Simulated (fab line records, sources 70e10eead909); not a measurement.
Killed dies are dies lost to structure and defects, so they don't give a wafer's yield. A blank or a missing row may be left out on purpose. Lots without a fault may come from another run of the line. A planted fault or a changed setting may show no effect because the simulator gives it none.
A struck lot beside a sound one | flow nand_harc | 14 steps out of a route of 1159
Sound: wafers L514.1, L514.3, L514.5. Struck: wafers L524.1, L524.2, L524.6. The cause comes at the end.
At each step with rows: each side's tool, then ch and its chambers, then its first start. Under that, the readings that differ: sound wafers | struck wafers | difference of the means | sigmas: that difference in standard deviations of wafers without a fault.
alike: readings whose means differ by less than 2 such deviations, and words and numbers that are the same on both sides. not compared: withheld readings, readings that some wafer has no value for, bounds like >300 that may hide the same value, and numbers for which the record gives no deviation and whose values overlap.
The two part at a step that has a row with sigmas, a row that says differs or no value, or rows on one side only. Numbers that don't overlap but have no deviation are shown without sigmas and don't part them. A reading that every wafer of one side lacks parts them only if that side has two wafers or more.

first, 1 step without rows for these wafers: NHARC_A_M0_DEVELOP_08 (develop time 35 s).
NHARC_A_M0_CD_MEAS_09: target cd 80 nm.
  sound on cd_sem-01 ch 0, day 19 04:00; struck on cd_sem-01 ch 0, day 21 12:30
  alike: cd_nm
NHARC_A_M0_OVL_MEAS_10: pitch 160 nm.
  sound on overlay-02, day 19 04:05; struck on overlay-02, day 21 12:35
  reading           | sound       | struck         | difference | sigmas
  overlay_y_nm (nm) | 1.7 1.5 1.4 | -0.4 -0.3 -0.2 | -1.8       | -2
  alike: overlay_x_nm
NHARC_A_M0_INSPECT_11:
  sound on defect_inspect-02, day 19 04:08; struck on defect_inspect-02, day 21 12:37
  alike: raw_defect_count
NHARC_A_M0_DESCUM_14: chemistry O2, time 3 s.
  sound on rie_diel-01 ch 0,3, day 19 04:12; struck on rie_diel-07 ch 0,2,3, day 21 12:41
  alike: drypump_motor_current_A, oes_product_au, rf_vpp_V, showerhead_plenum_p_Torr, throttle_valve_pct
  not compared: rf_hours_counter_h
NHARC_A_M0_ETCH_34: etches the open film in N2/H2, target depth 40 nm, overetch 12 nm, time 43.94 s.
  sound on rie_diel-01 ch 0,2,3, day 19 04:17; struck on rie_diel-07 ch 0,2, day 21 12:46
  alike: drypump_motor_current_A, oes_product_au, rf_vpp_V, showerhead_plenum_p_Torr, throttle_valve_pct
  not compared: rf_hours_counter_h
NHARC_A_M0_ETCH_15: etches the open film in C4F8/Ar, target depth 150 nm, overetch 15 nm, time 82.5 s.
  sound on rie_diel-01 ch 0,3; struck on rie_diel-07 ch 0,2,3
  alike: oes_product_au, rf_vpp_V
  not compared: rf_hours_counter_h
NHARC_A_M0_CD_MEAS_16:
  sound on cd_sem-01, day 19 04:32; struck on cd_sem-02, day 21 12:59
  alike: cd_nm
NHARC_A_M0_STRIP_18: strips in N2/H2.
  sound on rie_diel-07 ch 0,2, day 19 04:37; struck on rie_diel-11 ch 0,2,3, day 21 13:04
  alike: drypump_motor_current_A, oes_product_au, rf_vpp_V, showerhead_plenum_p_Torr, throttle_valve_pct
  not compared: rf_hours_counter_h
then, 1 step without rows for these wafers: NHARC_A_M0_STRIP_19 (strips in post etch residue remover, time 600 s).
NHARC_A_M0_DEGAS_28: time 60 s.
  sound on pvd_sputter-01, day 19 05:10; struck on pvd_sputter-01, day 21 13:37
  alike: heater_power_w
then, 1 step without rows for these wafers: NHARC_A_M0_PRE_CLEAN_29 (time 30 s).
NHARC_A_M0_PVD_20: deposits TaN, target thk 5 nm, time 8.06 s.
  sound on pvd_sputter-01, day 19 05:16; struck on pvd_sputter-01, day 21 13:44
  no value came back on the struck wafers for bias_v (V), cathode_dc_power_W (W), throttle_valve_pct (%); on the sound wafers bias_v (V) reads 169.9 172.1 169.0
then, 1 step without rows for these wafers: NHARC_A_M0_PVD_21 (deposits Cu, target thk 30 nm, time 20.49 s).

WHERE THEY PART
First at NHARC_A_M0_OVL_MEAS_10; last, within this record, at NHARC_A_M0_PVD_20.

WHY: what the simulator had put in
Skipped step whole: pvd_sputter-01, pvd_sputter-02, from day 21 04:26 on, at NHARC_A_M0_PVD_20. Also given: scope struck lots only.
